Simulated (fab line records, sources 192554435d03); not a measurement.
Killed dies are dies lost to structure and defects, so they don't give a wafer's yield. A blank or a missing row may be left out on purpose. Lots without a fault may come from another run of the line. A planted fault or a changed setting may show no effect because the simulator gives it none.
A struck lot beside a sound one | flow n5_finfet | 20 steps out of a route of 1938
Sound: wafers L147.1, L147.3, L147.6. Struck: wafers L155.1, L155.3, L155.6. The cause comes at the end.
At each step with rows: each side's tool, then ch and its chambers, then its first start. Under that, the readings that differ: sound wafers | struck wafers | difference of the means | sigmas: that difference in standard deviations of wafers without a fault.
alike: readings whose means differ by less than 2 such deviations, and words and numbers that are the same on both sides. not compared: withheld readings, readings that some wafer has no value for, bounds like >300 that may hide the same value, and numbers for which the record gives no deviation and whose values overlap.
The two part at a step that has a row with sigmas, a row that says differs or no value, or rows on one side only. Numbers that don't overlap but have no deviation are shown without sigmas and don't part them. A reading that every wafer of one side lacks parts them only if that side has two wafers or more.

first, 9 steps without rows for these wafers: N5_BEOL_M8_ILD_DEP_00 (deposits SiCOH lowk from DEMS/porogen, target thk 179.75 nm, time 33.4 s); N5_BEOL_M8_CURE_74 (cures SiCOH lowk, time 240 s); N5_BEOL_M8_PECVD_70 (deposits SiO2 from TEOS/O2, target thk 20 nm, time 22.7 s); N5_BEOL_M8_HM_DEP_02 (deposits TiN, target thk 20 nm); N5_BEOL_M8_COAT_59 (time 60 s, resist thk 100 nm); N5_BEOL_M8_COAT_60 (time 60 s, resist thk 35 nm); N5_BEOL_M8_COAT_05 (resist thk 90 nm); N5_BEOL_M8_EBR_07; N5_BEOL_M8_SOFTBAKE_06 (time 60 s).
N5_BEOL_M8_EXPOSE_08: exposes mask M8.
  sound on arfi_scanner-03 ch 0, day 11 14:38; struck on arfi_scanner-03 ch 0, day 13 12:24
  reading              | sound             | struck            | difference | sigmas
  exposure_dose_mJ_cm2 | 68.17 68.26 68.32 | 63.09 63.08 63.11 | -5.16      | -63
  alike: mask
then, 2 steps without rows for these wafers: N5_BEOL_M8_PEB_09 (peb time 60 s); N5_BEOL_M8_DEVELOP_10 (develop time 30 s).
N5_BEOL_M8_CD_MEAS_11: target cd 38.5 nm.
  sound on cd_sem-01 ch 0, day 11 14:46; struck on cd_sem-03 ch 0, day 13 12:32
  reading    | sound          | struck         | difference | sigmas
  cd_nm (nm) | 38.9 38.9 38.5 | 35.3 36.0 36.0 | -3.0       | -5
then, 1 step without rows for these wafers: N5_BEOL_M8_DESCUM_16 (chemistry O2, time 7.9 s).
N5_BEOL_M8_ETCH_61: etches SiARC in CF4, target depth 45.5 nm, time 75.8 s.
  sound on rie_diel-04 ch 0,1, day 11 15:14; struck on rie_diel-04 ch 0,1,2, day 13 12:49
  reading                         | sound    | struck         | difference | sigmas
  model.BEOL_M8.cd_offset_nm (nm) | 0 -0.2 0 | -3.2 -2.6 -2.4 | -2.7       |
  alike: cf4_flow_sccm, drypump_motor_current_A, etch_rf_on_time_s, oes_product_au, rf_vpp_V, showerhead_plenum_p_Torr, throttle_valve_pct
  not compared: rf_hours_counter_h
then, 3 steps without rows for these wafers: N5_BEOL_M8_ETCH_62 (etches SOC in N2/H2, target depth 110 nm, overetch 22 nm, time 165 s); N5_BEOL_M8_STRIP_68 (strips in N2/H2); N5_BEOL_M8_STRIP_67 (strips in CF4).
N5_BEOL_M8_HM_OPEN_17: chemistry Cl2/BCl3, target TiN, target depth 20 nm, overetch 6 nm.
  sound on rie_metal-01 ch 0,1, day 11 15:29; struck on rie_metal-02 ch 1, day 13 13:04
  reading                         | sound             | struck            | difference | sigmas
  throttle_valve_pct (%)          | 22.32 22.25 22.31 | 22.51 22.50 22.50 | +0.21      | +2
  model.BEOL_M8.cd_offset_nm (nm) | 0.2 0 -0.2        | -3.2 -2.6 -2.2    | -2.7       |
  alike: drypump_motor_current_A, he_backside_leak_sccm, oes_product_au
  not compared: rf_hours_counter_h
then, 1 step without rows for these wafers: N5_BEOL_M8_STRIP_19 (strips in O2).

WHERE THEY PART
First at N5_BEOL_M8_EXPOSE_08; last, within this record, at N5_BEOL_M8_HM_OPEN_17.

WHY: what the simulator had put in
Process parameter drift: arfi_scanner-03, from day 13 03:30 on, at N5_BEOL_M8_EXPOSE_08. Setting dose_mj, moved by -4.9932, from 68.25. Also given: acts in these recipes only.
